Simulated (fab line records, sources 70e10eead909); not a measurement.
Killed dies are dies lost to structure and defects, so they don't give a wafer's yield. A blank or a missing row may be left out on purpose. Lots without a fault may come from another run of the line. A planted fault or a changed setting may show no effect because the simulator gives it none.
fab line records | flow nand_harc
record lots=12 wafers=36 last_day=30
route steps=1302 shown P_CONTACT@217 P_M0@265
lots that met no fault: from a run of the same line without faults
start_h: hours from the record's first day to the start of the lot's first wafer shown | wait_h: hours since the lot's step before | " the same as in the row above | L1.1+2: a row that stands for several wafers | - no value, or no start given | * or withheld: withheld | < > ~ a bound
route shown NAME@n: a module of which the file shows steps, and the number in the route of the first | usual: mean/standard deviation of fault-free wafers | same: alike in all rows | chamber/n: place in a boat | sites: the reading at each site | _std_site: their standard deviation | _edge_site: outer sites' mean less inner sites' | radius_mm: how far each site lies from the wafer's centre | mask NAME#n: copy n | behind: the tool/chamber that last shaped the wafer | hold: why the lot was held/for how many hours/how that ended | device: the transistor (n, p or np) that didn't switch | end of line: the same wafers' tests at the end of the route | a step without rows: its recipe alone | killed: dies lost to structure and defects at the first sort, not the wafer's yield | map: a wafer's dies, x killed, . not, _ none there
set.NAME: the setting as run; set.NAME@STEP: as run at that earlier step | model.NAME: the simulator's own value behind a step, which no gauge read
steps of the route over a sample of lots; a table a step, a row a wafer
services: from which hour (start_h, from the record's first day; less than 0 if before it) a tool's chamber was out of use, for how many hours, and why
## steps
# step NHARC_P_CONTACT_DEP_30
# recipe target_thk_a=300 temp_c=400 target_thk_nm=30 flow_sccm=200 rf_w=450 material=SiNx
# usual heater_power_w=727/74
# columns lot.wafer tool chamber start_h wait_h heater_power_w
L364.3 pecvd-02 0 121.61 0.1 750
L364.5 " 2 " " 725
L364.4 " 0 " " 786
L366.1 pecvd-02 1 135.10 0.1 574
L366.2 " 2 " " 772
L366.5 " 2 " " 783
L368.1 pecvd-02 1 158.39 0.1 655
L368.3 " 0 " " 801
L368.6 " 1 " " 670
L369.3 pecvd-02 1 168.44 0.1 572
L369.1 " 2 " " 867
L369.4 " 2 " " 881
L371.3 pecvd-02 1 190.16 0.1 612
L371.2 " 0 " " 749
L371.6 " 2 " " 748
L372.3 pecvd-03 2 199.49 0.1 809
L372.2 " 0 " " 762
L372.5 " 0 " " 775
L374.3 pecvd-02 2 214.00 0.1 817
L374.2 " 0 " " 730
L374.5 " 0 " " 726
L376.1 pecvd-03 0 238.01 0.1 660
L376.2 " 1 " " 669
L376.6 " 1 " " 663
L377.1 pecvd-01 1 242.17 0.1 735
L377.5 " 1 " " 588
L377.4 " 2 " " 658
L378.2 pecvd-03 1 265.95 0.1 712
L378.3 " 2 " " 828
L378.6 " 0 " " 652
L379.6 pecvd-03 1 267.09 0.2 740
L379.4 " 2 " " 803
L379.5 " 0 " " 741
L381.1 pecvd-01 2 290.43 0.1 684
L381.6 " 1 " " 651
L381.5 " 2 " " 675
# step NHARC_P_CONTACT_CMP_01
# recipe target_thk_nm=200 material=SiO2
# usual motor_current_A=12.5/1.4 retaining_ring_pressure_frac=1.000/0.0047 slurry_filter_dp_kPa=13.48/0.11
# columns lot.wafer tool chamber start_h wait_h motor_current_A retaining_ring_pressure_frac slurry_filter_dp_kPa
L364.3 cmp-03 1 122.31 - 12.6 1.002 13.41
L364.4 " 2 " " 11.6 1.001 13.62
L364.5 " 0 " " 10.1 1.001 13.34
L366.1 cmp-01 1 135.99 - 14.9 0.998 13.35
L366.2 " 3 " " 13.8 0.995 13.39
L366.5 " 1 " " 14.7 1.000 13.39
L368.1 cmp-02 0 159.15 - 11.5 1.005 13.42
L368.3 " 2 " " 12.2 1.011 13.46
L368.6 " 0 " " 11.2 1.000 13.37
L369.3 cmp-02 0 169.15 - 12.0 0.999 13.78
L369.1 " 2 " " 11.2 1.005 13.52
L369.4 " 3 " " 11.1 1.005 13.42
L371.2 cmp-02 1 190.87 - 13.7 0.997 13.43
L371.3 " 2 " " 11.5 0.995 13.43
L371.6 " 1 " " 13.6 0.995 13.75
L372.3 cmp-03 3 200.16 - 13.1 0.999 13.42
L372.2 " 0 " " 10.7 1.007 13.41
L372.5 " 0 " " 10.1 1.002 13.64
L374.2 cmp-01 2 214.69 - 13.8 1.005 13.49
L374.3 " 3 " " 14.3 0.991 13.30
L374.5 " 2 " " 12.8 1.005 13.43
L376.1 cmp-02 2 238.74 - 11.2 1.001 13.36
L376.2 " 0 " " 11.3 0.990 13.48
L376.6 " 2 " " 11.6 1.002 13.27
L377.1 cmp-03 0 242.89 - 11.0 1.000 13.41
L377.4 " 1 " " 11.7 0.995 13.52
L377.5 " 0 " " 11.2 0.997 13.26
L378.3 cmp-03 1 266.66 - 11.8 1.007 13.34
L378.2 " 2 " " 11.4 1.000 13.46
L378.6 " 1 " " 12.1 1.001 13.50
L379.4 cmp-01 1 267.74 - 15.2 1.001 13.39
L379.5 " 3 " " 13.9 1.005 13.53
L379.6 " 0 " " 13.6 0.993 13.54
L381.1 cmp-03 0 291.15 - 10.3 0.999 13.50
L381.6 " 2 " " 11.4 1.007 13.39
L381.5 " 3 " " 13.2 1.001 13.59
# step NHARC_P_CONTACT_CVD_23
# recipe target_thk_a=2000 temp_c=300 pressure_torr=40 wf6_flow_sccm=40 h2_flow_sccm=1600 ar_flow_sccm=1560 time_s=557 material=W
# usual heater_power_w=452/17 mfc_wf6_sccm=39.97/0.14 throttle_valve_pct=7.9/0.35
# columns lot.wafer tool chamber start_h wait_h heater_power_w mfc_wf6_sccm throttle_valve_pct
L364.3 cvd_w-01 1 125.51 - 456 39.99 7.9
L364.4 " 0 " " 441 39.95 8.3
L364.5 " 1 " " 446 40.12 8.5
L366.2 cvd_w-02 0 139.03 - 480 39.87 7.6
L366.1 " 1 " " 453 39.95 7.6
L366.5 " 1 " " 459 40.06 7.5
L368.1 cvd_w-01 1 162.04 - 456 39.79 7.9
L368.3 " 0 " " 440 39.75 8.4
L368.6 " 0 " " 443 39.75 8.0
L369.1 cvd_w-01 1 172.19 - 457 40.19 8.1
L369.3 " 1 " " 455 40.19 8.2
L369.4 " 0 " " 428 39.88 8.4
L371.2 cvd_w-02 1 193.89 - 458 39.94 7.6
L371.3 " 1 " " 471 40.15 7.5
L371.6 " 0 " " 480 39.94 7.8
L372.2 cvd_w-02 1 203.39 - 455 40.09 7.7
L372.3 " 1 " " 463 39.93 7.6
L372.5 " 1 " " 470 40.05 7.5
L374.2 cvd_w-01 0 217.59 - 420 40.00 8.4
L374.3 " 1 " " 455 40.08 8.0
L374.5 " 1 " " 453 40.08 8.1
L376.2 cvd_w-01 0 242.11 - 430 40.12 8.5
L376.1 " 1 " " 457 40.14 7.8
L376.6 " 0 " " 416 40.02 8.5
L377.1 cvd_w-02 1 245.88 - 461 40.07 7.4
L377.4 " 0 " " 476 40.10 7.7
L377.5 " 1 " " 475 40.15 7.6
L378.2 cvd_w-01 1 269.69 - 459 40.01 8.2
L378.3 " 1 " " 456 39.91 8.1
L378.6 " 1 " " 460 40.00 8.0
L379.4 cvd_w-01 0 271.00 - 424 39.69 8.4
L379.6 " 1 " " 449 39.95 8.4
L379.5 " 0 " " 430 39.78 8.4
L381.1 cvd_w-01 1 294.27 - 457 40.14 8.2
L381.5 " 0 " " 425 39.88 8.5
L381.6 " 1 " " 450 40.10 8.1
# step NHARC_P_CONTACT_CMP_24
# recipe t_overpolish_s=30 target_thk_nm=200
# usual motor_current_A=12.7/1.5 overpolish_run_s=30.000/0.0087 retaining_ring_pressure_frac=1.000/0.0049 slurry_filter_dp_kPa=13.48/0.14 time_to_endpoint_s=40/3.1
# columns lot.wafer tool chamber start_h wait_h motor_current_A overpolish_run_s retaining_ring_pressure_frac slurry_filter_dp_kPa time_to_endpoint_s
L364.3 cmp-02 2 125.98 0.4 11.0 30.010 1.004 13.70 39
L364.4 " 0 " " 11.8 29.991 1.002 13.43 44
L364.5 " 2 " " 11.2 30.000 1.005 13.38 44
L366.1 cmp-01 3 139.70 0.5 14.1 30.006 1.001 13.50 43
L366.2 " 2 " " 13.3 30.002 1.007 13.25 43
L366.5 " 0 " " 13.8 30.014 0.996 13.60 39
L368.3 cmp-01 2 162.71 0.3 12.9 29.995 1.000 13.51 43
L368.1 " 3 " " 14.3 29.995 1.003 13.62 42
L368.6 " 1 " " 15.8 29.999 0.997 13.59 42
L369.4 cmp-01 3 172.84 0.3 14.7 29.988 1.001 13.24 44
L369.3 " 0 " " 13.8 30.012 1.002 13.62 45
L369.1 " 1 " " 15.3 30.007 0.995 13.52 42
L371.2 cmp-02 3 194.49 0.5 11.4 30.010 1.010 13.27 37
L371.3 " 0 " " 11.5 30.002 0.992 13.53 41
L371.6 " 1 " " 12.6 30.003 1.004 13.39 38
L372.2 cmp-03 2 204.42 0.9 11.0 30.004 1.003 13.38 35
L372.3 " 3 " " 12.4 30.001 0.996 13.45 41
L372.5 " 2 " " 11.6 30.006 0.999 13.49 34
L374.3 cmp-01 1 218.24 0.3 15.9 29.975 0.997 13.40 41
L374.2 " 2 " " 12.5 30.026 1.003 13.38 40
L374.5 " 2 " " 13.5 29.998 1.006 13.37 40
L376.1 cmp-01 0 242.85 0.6 13.3 30.001 1.007 13.45 36
L376.2 " 1 " " 15.1 30.011 0.994 13.31 42
L376.6 " 3 " " 13.5 29.994 1.003 13.32 42
L377.4 cmp-01 0 246.52 0.3 13.4 29.988 1.004 13.34 40
L377.1 " 2 " " 13.5 29.997 1.004 13.53 41
L377.5 " 1 " " 14.5 29.988 1.005 13.79 40
L378.3 cmp-02 1 270.36 0.4 13.6 30.008 1.003 13.55 61
L378.2 " 3 " " 11.3 30.000 0.998 13.40 37
L378.6 " 1 " " 13.0 29.993 0.998 13.65 37
L379.4 cmp-03 0 271.38 0.3 10.6 29.999 1.001 13.40 41
L379.6 " 0 " " 10.6 30.000 1.000 13.64 42
L379.5 " 1 " " 11.9 30.020 0.992 13.42 59
L381.1 cmp-01 2 294.83 0.5 13.5 29.984 0.999 13.40 66
L381.5 " 2 " " 13.3 30.007 0.999 13.64 65
L381.6 " 3 " " 13.7 30.003 1.015 13.59 42
# step NHARC_P_M0_INSPECT_11
# usual raw_defect_count=5/3.4
# columns lot.wafer tool chamber start_h wait_h raw_defect_count
L364.3 defect_inspect-02 - 127.41 0.0 3
L364.4 " - " " 2
L364.5 " - " " 2
L366.1 defect_inspect-02 - 141.13 0.0 4
L366.2 " - " " 2
L366.5 " - " " 2
L368.1 defect_inspect-02 - 163.99 0.0 12
L368.3 " - " " 13
L368.6 " - " " 6
L369.1 defect_inspect-02 - 174.43 0.0 5
L369.3 " - " " 6
L369.4 " - " " 2
L371.2 defect_inspect-01 - 196.01 0.0 5
L371.3 " - " " 6
L371.6 " - " " 2
L372.2 defect_inspect-01 - 205.82 0.0 0
L372.3 " - " " 2
L372.5 " - " " 5
L374.2 defect_inspect-01 - 219.67 0.0 5
L374.3 " - " " 7
L374.5 " - " " 2
L376.1 defect_inspect-01 - 244.44 0.0 4
L376.2 " - " " 7
L376.6 " - " " 3
L377.1 defect_inspect-02 - 247.95 0.0 2
L377.4 " - " " 2
L377.5 " - " " 6
L378.2 defect_inspect-02 - 271.77 0.0 4
L378.3 " - " " 2
L378.6 " - " " 3
L379.4 defect_inspect-01 - 272.81 0.0 4
L379.5 " - " " 8
L379.6 " - " " 8
L381.1 defect_inspect-01 - 296.14 0.0 8
L381.5 " - " " 6
L381.6 " - " " 6
## services
# columns tool chamber start_h hours kind
cvd_w-02 - 120.67 0.3 repair
cmp-02 - 134.61 4.0 pm
cmp-03 - 135.64 1.2 repair
cmp-03 - 162.00 4.0 pm
pecvd-03 1 175.72 4.2 repair
cmp-03 - 178.06 3.1 repair
cvd_w-01 1 183.93 6.1 repair
cvd_w-01 - 185.00 13.0 pm
pecvd-03 - 185.06 13.0 pm
cmp-01 - 187.13 4.0 pm
cmp-02 - 205.66 1.0 repair
cmp-02 - 210.22 0.3 repair
pecvd-02 - 227.13 13.0 pm
cmp-02 - 232.61 4.0 pm
cmp-01 - 232.62 2.8 repair
cmp-02 - 242.00 2.8 repair
pecvd-03 - 242.20 1.4 repair
cmp-03 - 260.00 4.0 pm
pecvd-02 1 261.84 5.0 repair
cmp-02 - 262.85 7.0 repair
pecvd-02 - 264.08 2.6 repair
cmp-03 - 267.49 2.9 repair
cvd_w-01 - 281.97 0.5 repair
cmp-01 - 285.13 4.0 pm
## key
first_sign step=NHARC_P_CONTACT_CMP_24 reading=time_to_endpoint_s direction=up sigmas=7.4 usual=* struck=*
effect none on later readings
met_at NHARC_P_CONTACT_CVD_23
struck_lots L378,L379,L381
struck_wafers L378.3,L379.5,L381.1,L381.5
tester_left_out L378,L379,L381
not_acting_at NHARC_P_CONTACT_DEP_30,NHARC_P_CONTACT_CMP_01,NHARC_P_M0_INSPECT_11
fault kind=process_parameter_drift tool=cvd_w-01 chamber=- onset_h=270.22 steps=NHARC_P_CONTACT_CVD_23 channel=target_thk_a offset=* shape=step end_h=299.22 scope=struck_wafers_only acts_in=* stated=*
# tester_left_out: of these lots the tester's yield and bins aren't shown, on N5 and GAA mostly nor the transistor test; their killed dies are dies lost to structure and defects alone, not to doping, threshold or leakage, so they don't give the yield
